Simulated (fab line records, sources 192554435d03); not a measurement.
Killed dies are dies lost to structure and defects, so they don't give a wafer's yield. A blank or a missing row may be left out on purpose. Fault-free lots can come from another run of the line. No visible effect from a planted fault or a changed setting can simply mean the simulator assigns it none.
Matching of chambers	flow n5-finfet	N5_BEOL_M9_STRIP_67 on rie-diel-06: 4 sister chambers
The step strips in CF4. 20 wafers are shown with their chamber, then 10 later ones without.

== EACH WAFER AND ITS CHAMBER ==
wafer	chamber	showerhead-plenum-p-Torr (Torr)	throttle-valve-pct (%)	drypump-motor-current-A (A)
L074.1	3	1.71	13.92	5.4
L074.4	3	1.71	13.91	5.4
L074.6	0	1.74	13.19	4.9
L078.2	1	1.71	13.62	5.6
L078.3	0	1.74	13.24	4.9
L078.6	2	1.84	13.76	5.2
L079.1	0	1.73	13.26	4.9
L079.4	2	1.84	13.77	5.2
L079.6	1	1.71	13.65	5.7
L081.1	0	1.73	13.27	4.9
L081.2	2	1.84	13.78	5.2
L081.6	3	1.71	13.97	5.3
L082.1	0	1.73	13.27	4.9
L082.3	1	1.70	13.65	5.6
L082.4	2	1.84	13.78	5.2
L083.2	0	1.73	13.26	4.9
L083.3	1	1.70	13.67	5.7
L083.6	0	1.73	13.27	4.9
L084.1	1	1.70	13.67	5.7
L084.3	3	1.70	13.98	5.3

SIGNATURES, as means of the wafers listed above
reading	chamber 0	chamber 1	chamber 2	chamber 3	scatter within a chamber
showerhead-plenum-p-Torr	1.7329	1.7040	1.8400	1.7075	0.0046
throttle-valve-pct	13.2514	13.6520	13.7725	13.9450	0.0259
drypump-motor-current-A	4.900	5.660	5.200	5.350	0.0371
Rule: for a wafer and a chamber, the distance is found by dividing, reading by reading, the gap between the wafer's reading and the chamber's mean by the reading's scatter, squaring, summing and taking the root. The wafer belongs to the nearest chamber; if the next one is less than 2 further off, it can't be placed. The scatter is the square root of a quotient: the sum, over the shown wafers, of each reading's squared deviation from its chamber's mean, divided by wafers minus chambers.

== WAFERS WITH NO CHAMBER GIVEN ==
wafer	showerhead-plenum-p-Torr (Torr)	throttle-valve-pct (%)	drypump-motor-current-A (A)
L084.4	1.73	13.30	4.9
L085.1	1.70	13.68	5.7
L085.4	1.70	13.68	5.7
L085.6	1.70	13.97	5.3
L087.1	1.73	13.28	4.9
L087.2	1.70	13.99	5.4
L087.5	1.73	13.30	4.9
L095.2	1.73	13.33	4.9
L095.5	1.70	14.03	5.4
L095.6	1.73	13.32	4.9

== WHICH CHAMBER EACH WENT THROUGH ==
wafer	from the rows above	in truth
L084.4	0	0
L085.1	1	1
L085.4	1	1
L085.6	3	3
L087.1	0	0
L087.2	3	3
L087.5	0	0
L095.2	0	0
L095.5	3	3
L095.6	0	0
Correctly placed: 10 of 10. Not placeable from these rows: 0. Wrongly placed: 0.
